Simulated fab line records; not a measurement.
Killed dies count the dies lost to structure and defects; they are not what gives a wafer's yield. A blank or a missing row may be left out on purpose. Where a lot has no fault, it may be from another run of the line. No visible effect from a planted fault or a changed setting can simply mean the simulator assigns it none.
Matching of chambers | flow n5-finfet | 4 sister chambers for N5_SD_EPI_N_ETCH_45 on rie-diel-01
The step etches SiOCN in CH3F/O2, target depth 6 nm. 4 wafers are shown with their chamber, then 12 later ones without.

WAFERS PAIRED WITH THEIR CHAMBERS
wafer  | chamber | drypump-motor-current-A (A)
L087.5 | 1       | 6.8
L089.1 | 0       | 6.0
L089.2 | 3       | 6.1
L089.5 | 2       | 5.1

WAFERS WITHOUT THEIR CHAMBER
wafer  | drypump-motor-current-A (A)
L091.1 | 6.1
L091.2 | 5.1
L091.5 | 5.1
L092.1 | 6.1
L092.2 | 6.7
L092.3 | 6.0
L094.2 | 6.1
L094.4 | 6.0
L094.5 | 6.1
L095.2 | 6.1
L095.3 | 6.0
L095.4 | 6.7

EACH ONE'S CHAMBER
wafer  | from the rows above | in truth
L091.1 | 3                   | 3
L091.2 | 2                   | 2
L091.5 | 2                   | 2
L092.1 | 3                   | 3
L092.2 | 1                   | 1
L092.3 | 0                   | 0
L094.2 | 3                   | 3
L094.4 | 0                   | 0
L094.5 | 3                   | 3
L095.2 | 3                   | 3
L095.3 | 0                   | 0
L095.4 | 1                   | 1
12 of 12 placed correctly. Not placeable from these rows: 0. Placed wrongly: 0.
How it was worked out, from the rows above alone: a wafer's distance from a chamber is the root of the sum, over the readings, of the square of ((its reading less the chamber's mean) divided by the reading's scatter). The wafer belongs to the nearest chamber; if the next one is less than 2 further off, it can't be placed. A chamber's mean is the mean of its shown wafers. The scatter (one wafer shown for each chamber): square how far every hidden wafer sits from the nearest shown wafer, average those squares and take the square root.
